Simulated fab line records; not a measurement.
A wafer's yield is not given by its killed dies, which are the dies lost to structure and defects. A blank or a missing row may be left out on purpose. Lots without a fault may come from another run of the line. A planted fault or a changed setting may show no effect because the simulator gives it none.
Which tool is to blame? ; flow n5 finfet ; 10 lots with 27 wafers sampled at 5 steps, on a route of 1938 steps

WHAT THE GAUGES READ, wafer by wafer
N5_BEOL_M4_RC_MEAS_101.
lot;measured;on;DIBL_N (mV/V);DIBL_P (mV/V);IOFF_N (nA/um);IOFF_P (nA/um);IOFF_P_85C (nA/um);IOFF_P_LIN (nA/um);ION_N (uA/um);ION_P (uA/um);SS_N (mV/dec);SS_P (mV/dec);VT_N (mV);VT_P (mV);VT_P_LVT (mV)
L149;day 8 02:21;prober-01;37.2 36.6 35.3;38.5 37.3 36.4;0.169 0.150 0.137;0.23 0.21 0.20;3.8 3.6 3.4;0.105 0.099 0.094;681 676 661;466 467 457;71.4 71.6 71.5;72.8 72.7 73.0;246.2 249.8 251.9;-249 -251 -252;-98.8 -99.5 -101.0
L150;day 9 11:22;prober-02;36.7 37.9 36.8;37.4 38.7 37.3;0.161 0.190 0.162;0.24 0.26 0.23;4.0 4.3 4.0;0.111 0.117 0.107;684 687 678;475 467 468;72.0 71.9 71.4;73.4 74.0 74.3;247.5 248.9 249.6;-247 -249 -249;-96.1 -95.2 -97.4
L153;day 9 17:05;prober-01;36.7 36.6;43.8 36.2;0.185 0.163;0.63 0.23;9.3 4.0;0.168 0.108;695 679;497 466;72.2 71.9;78.3 72.6;247.5 250.2;-242 -249;-87.4 -96.6
L154;day 10 15:49;prober-02;37.8 36.0;38.3 46.7;0.186 0.139;0.24 0.90;4.0 12.2;0.109 0.144;679 670;472 487;72.5 71.3;73.4 82.6;248.3 251.5;-250 -245;-97.3 -92.3
L156;day 10 18:29;prober-02;37.6 36.7;49.1 35.6;0.184 0.156;1.08 0.19;14.7 3.5;0.166 0.096;686 676;494 457;71.3 71.0;83.4 73.4;244.6 248.9;-240 -249;-89.2 -97.5
L161;day 12 05:26;prober-01;37.2 35.8 36.2;37.3 36.4 36.6;0.182 0.173 0.173;0.25 0.24 0.23;4.3 4.0 3.9;0.118 0.113 0.110;680 680 677;475 472 465;71.3 71.3 71.1;73.5 73.9 72.8;248.5 249.2 247.7;-246 -245 -246;-96.2 -97.1 -97.5
L166;day 13 11:38;prober-02;35.0 35.3 34.5;35.0 35.0 33.3;0.143 0.149 0.137;0.25 0.23 0.21;4.1 3.9 3.6;0.116 0.111 0.104;674 677 687;464 472 473;72.2 71.7 71.4;73.6 73.6 73.2;251.8 252.1 250.9;-248 -247 -248;-96.0 -95.4 -97.5
L167;day 13 11:45;prober-01;35.0 35.9 35.8;33.2 34.8 34.6;0.123 0.141 0.130;0.15 0.17 0.17;2.8 3.2 3.1;0.076 0.082 0.081;654 665 650;443 450 442;70.7 71.5 71.2;73.8 73.9 73.9;256.3 254.5 257.1;-256 -258 -256;-105.2 -104.7 -104.1
L168;day 13 12:34;prober-02;35.0 35.4 34.6;35.5 36.4 35.6;0.126 0.127 0.115;0.18 0.19 0.18;3.2 3.5 3.3;0.090 0.096 0.091;653 661 658;459 460 459;70.5 71.3 70.8;72.8 73.2 73.1;254.0 254.7 254.7;-251 -251 -252;-102.2 -100.4 -101.0
L172;day 14 19:49;prober-02;38.2 34.8 39.5;39.2 34.9 40.7;0.187 0.119 0.208;0.29 0.20 0.34;4.8 3.6 5.5;0.133 0.103 0.147;688 665 685;471 470 478;71.6 70.4 71.7;74.1 72.6 74.1;249.0 251.8 247.2;-242 -248 -243;-93.8 -98.1 -92.7

TOOL THAT RAN EACH LOT (tool first, then ch and the chambers of the sampled wafers, then the start)
lot;N5_SD_EPI_P_SD_RECESS_17;N5_BEOL_M4_SPUTTER_86;N5_BEOL_M4_SPUTTER_88;N5_BEOL_M4_ANNEAL_51
L149;rie si-03 ch 0,3, day 3 12:46;pvd sputter-01, day 8 00:05;pvd sputter-01, day 8 00:18;rtp anneal-01 ch 0, day 8 01:24
L150;rie si-06 ch 0,1,2, day 3 14:51;pvd sputter-02, day 9 08:49;pvd sputter-02, day 9 09:02;rtp anneal-01 ch 0, day 9 10:14
L153;rie si-06 ch 1,3, day 4 07:58;pvd sputter-01, day 9 14:46;pvd sputter-01, day 9 14:59;rtp anneal-01 ch 0, day 9 16:05
L154;rie si-06 ch 2,3, day 4 18:23;pvd sputter-03, day 10 13:09;pvd sputter-03, day 10 13:22;rtp anneal-02 ch 0, day 10 14:35
L156;rie si-06 ch 2,3, day 5 03:47;pvd sputter-02, day 10 16:17;pvd sputter-02, day 10 16:31;rtp anneal-01 ch 0, day 10 17:35
L161;rie si-04 ch 0,2,3, day 6 07:14;pvd sputter-03, day 12 02:35;pvd sputter-03, day 12 02:49;rtp anneal-01 ch 0, day 12 04:30
L166;rie si-06 ch 0,1,2, day 7 14:43;pvd sputter-01, day 13 09:26;pvd sputter-01, day 13 09:40;rtp anneal-02 ch 0, day 13 10:44
L167;rie si-06 ch 0,1,3, day 7 19:00;pvd sputter-02, day 13 09:33;pvd sputter-02, day 13 09:46;rtp anneal-01 ch 0, day 13 10:51
L168;rie si-06 ch 1,3, day 8 03:28;pvd sputter-03, day 13 10:13;pvd sputter-03, day 13 10:26;rtp anneal-01 ch 0, day 13 11:30
L172;rie si-06 ch 0,3, day 9 03:23;pvd sputter-02, day 14 17:28;pvd sputter-02, day 14 17:41;rtp anneal-02 ch 0, day 14 18:48
- N5_SD_EPI_P_SD_RECESS_17: chemistry HBr/Cl2/O2, target depth 39.1 nm, bt time 3 s.
- N5_BEOL_M4_SPUTTER_86: material Cu, target thk 4.5 nm, time 8.29 s.
- N5_BEOL_M4_SPUTTER_88: material Cu, target thk 4.5 nm, time 8.29 s.
- N5_BEOL_M4_ANNEAL_51: time 90 s.

WHAT THE TOOLS THEMSELVES READ (means of the sampled wafers that have a number; where no wafer has one, the mark that the record gives instead)
N5_SD_EPI_P_SD_RECESS_17.
lot;tool;drypump motor current A (A);oes_o_777_au (a.u.);oes product au (a.u.);throttle valve pct (%)
L149;rie si-03;5.5;0.996;0.992;36.81
L150;rie si-06;5.5;0.989;0.978;36.93
L153;rie si-06;5.8;1.000;0.988;37.05
L154;rie si-06;5.3;0.998;0.990;37.29
L156;rie si-06;5.3;0.992;0.991;37.29
L161;rie si-04;5.9;0.988;0.986;36.95
L166;rie si-06;5.5;0.986;0.982;36.92
L167;rie si-06;5.7;1.000;0.989;36.93
L168;rie si-06;5.7;0.999;0.999;37.13
L172;rie si-06;5.5;0.989;0.988;36.88

N5_BEOL_M4_SPUTTER_86.
lot;tool;chuck sensor temp C (C);susceptor temp C (C);throttle valve pct (%)
L149;pvd sputter-01;-16.3;-19.94;29.5
L150;pvd sputter-02;-16.4;-19.90;28.9
L153;pvd sputter-01;-16.4;-19.96;29.8
L154;pvd sputter-03;-16.2;-20.00;29.2
L156;pvd sputter-02;-15.9;-20.11;28.8
L161;pvd sputter-03;-16.1;-19.92;29.6
L166;pvd sputter-01;-16.0;-20.00;30.4
L167;pvd sputter-02;-16.0;-20.00;29.7
L168;pvd sputter-03;-16.2;-20.04;29.6
L172;pvd sputter-02;-16.0;-19.98;29.7

N5_BEOL_M4_SPUTTER_88.
lot;tool;chuck sensor temp C (C);susceptor temp C (C);throttle valve pct (%)
L149;pvd sputter-01;-16.2;-19.98;29.5
L150;pvd sputter-02;-16.5;-19.93;28.9
L153;pvd sputter-01;-16.2;-20.03;29.7
L154;pvd sputter-03;-16.1;-19.97;29.4
L156;pvd sputter-02;-16.0;-19.94;28.9
L161;pvd sputter-03;-16.1;-20.01;29.5
L166;pvd sputter-01;-16.0;-19.98;30.3
L167;pvd sputter-02;-16.0;-20.00;29.8
L168;pvd sputter-03;-16.1;-19.99;29.6
L172;pvd sputter-02;-16.0;-19.89;29.8

N5_BEOL_M4_ANNEAL_51.
lot;tool;wafer_temp_C_max
L149;rtp anneal-01;225.84
L150;rtp anneal-01;226.02
L153;rtp anneal-01;225.48
L154;rtp anneal-02;226.24
L156;rtp anneal-01;225.84
L161;rtp anneal-01;225.74
L166;rtp anneal-02;226.32
L167;rtp anneal-01;226.11
L168;rtp anneal-01;225.98
L172;rtp anneal-02;226.35

THE ANSWER, worked out from the rows above alone
Rule: the lots themselves supply what counts as usual. The widest of any qualifying gaps counts: lots, ordered by their means at a reading, are off when they make up no more than a third of the lots, leave a main group of 4 or more, and stand apart from it by 3 or more times the standard deviation of that group's means. The tables above print the reading to a certain number of digits; a main group whose means all agree to those digits is not used. Also off: a lot with no number at a reading for which 4 or more lots have one. Where the step has rows for the other lots, those lots are counted as sound. After the gauges, taken in route order, come the tools' own readings; for these a lot's mean is taken, as printed above. At the first step where some lot is off, the reading lying furthest off is the one used; lots without a number count as furthest.
Off: L153, L154, L156, seen at N5_BEOL_M4_RC_MEAS_101 (IOFF_P). For the main group the mean is 0.22 nA/um and the standard deviation 0.036.
A tool fits if, at a process step before that reading, it ran every lot that is off, and no sound lot after the first of them. The gauges at N5_BEOL_M4_RC_MEAS_101 are tried like those tools. None of those tried fits.

WHAT THE SIMULATOR PUT IN
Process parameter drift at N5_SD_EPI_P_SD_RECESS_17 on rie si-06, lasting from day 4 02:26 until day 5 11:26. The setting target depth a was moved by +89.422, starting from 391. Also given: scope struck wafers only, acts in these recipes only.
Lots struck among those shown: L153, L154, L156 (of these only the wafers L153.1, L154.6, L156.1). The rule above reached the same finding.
